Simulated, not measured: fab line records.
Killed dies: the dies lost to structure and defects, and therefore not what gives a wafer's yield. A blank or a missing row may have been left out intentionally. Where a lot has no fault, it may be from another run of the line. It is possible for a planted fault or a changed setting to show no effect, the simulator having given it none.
Struck lot and sound lot, side by side || flow nand-harc || 14 out of 1302 route steps
Sound: the wafers L619.1, L619.2, L619.3. Wafers struck: L625.1, L625.2, L625.5. At the end, the cause is stated.
At each step with rows: each side's tool, then ch and its chambers, then its first start. Under that, the readings that differ: sound wafers || struck wafers || difference of the means || sigmas: that difference in standard deviations of wafers without a fault.
alike: same words and numbers on both sides, and readings whose means sit less than 2 such deviations apart. not compared: any withheld reading, any reading some wafer has no value for, any bound like >300 that may hide the same value, and any number with overlapping values for which the record gives no deviation.
The two part at a step that has a row with sigmas, a row that says differs or no value, or rows on one side only. Non-overlapping numbers with no deviation appear without sigmas and do not part them. Lack of a reading on every wafer of one side parts them only where that side has two or more wafers.

first, 1 step without rows for these wafers: NHARC_A_CHANNEL_FILL_D1_SRD_12.
NHARC_A_CHANNEL_FILL_D1_INSPECT_13:
  struck on defect-inspect-02, day 14 20:49; sound on defect-inspect-02, day 12 16:32
  alike: raw-defect-count
NHARC_A_DECK1_JOINT_ETCHBACK_07: etches the open film in HBr, target depth 105 nm, time 26.9 s.
  sound on rie-si-04 ch 0,1,3, day 12 16:36; struck on rie-si-04 ch 0,3, day 14 20:53
  alike: drypump-motor-current-A, oes-product-au, throttle-valve-pct
  not compared: rf-hours-counter-h
then, 7 steps without rows for these wafers: NHARC_A_DECK1_JOINT_ETCH_25 (etches SiO2 in dHF, target depth 0.5 nm); NHARC_A_DECK1_JOINT_ETCH_19 (etches poly-Si in TMAH, target depth 3 nm); NHARC_A_DECK1_JOINT_ETCH_18 (etches SiO2 in dHF, target depth 3 nm); NHARC_A_DECK1_JOINT_WET_08 (chemistry H3PO4, time 86 s); NHARC_A_DECK1_JOINT_ETCH_09 (etches SiO2 in dHF, target depth 5 nm); NHARC_A_DECK1_JOINT_WET_10 (chemistry H3PO4, time 86 s); NHARC_A_DECK1_JOINT_ETCH_11 (etches SiO2 in dHF, target depth 35 nm).
NHARC_A_DECK1_JOINT_CVD_12: deposits poly-Si, target thk 90 nm, time 1800 s.
  sound on lpcvd-poly-01 ch 0, day 13 00:01; struck on lpcvd-poly-01 ch 0, day 15 07:11
NHARC_A_DECK1_JOINT_CMP_13: polishes, target thk 51.023 nm.
  sound on cmp-02 ch 1,2,3, day 13 02:53; struck on cmp-02 ch 2,3, day 15 10:22
{"reading": "time-to-endpoint-s (s)", "sound": "10.3 10.2 10.7", "struck": "18.7 18.8 18.7", "difference": "+8.3", "sigmas": "+4"}
  alike: motor-current-A
NHARC_A_DECK1_JOINT_THK_MEAS_14: measures by ellipsometry.
  struck on film-metro-02, day 15 10:37; sound on film-metro-02, day 13 03:09
  alike: thk-nm
after that, 1 step had no rows for these wafers: NHARC_END_SORT_01.

WHERE THEY PART
Within this record, at NHARC_A_DECK1_JOINT_CMP_13 only. Later steps at which nothing parts them and some readings are alike: NHARC_A_DECK1_JOINT_THK_MEAS_14.

WHY: whatever the simulator had introduced
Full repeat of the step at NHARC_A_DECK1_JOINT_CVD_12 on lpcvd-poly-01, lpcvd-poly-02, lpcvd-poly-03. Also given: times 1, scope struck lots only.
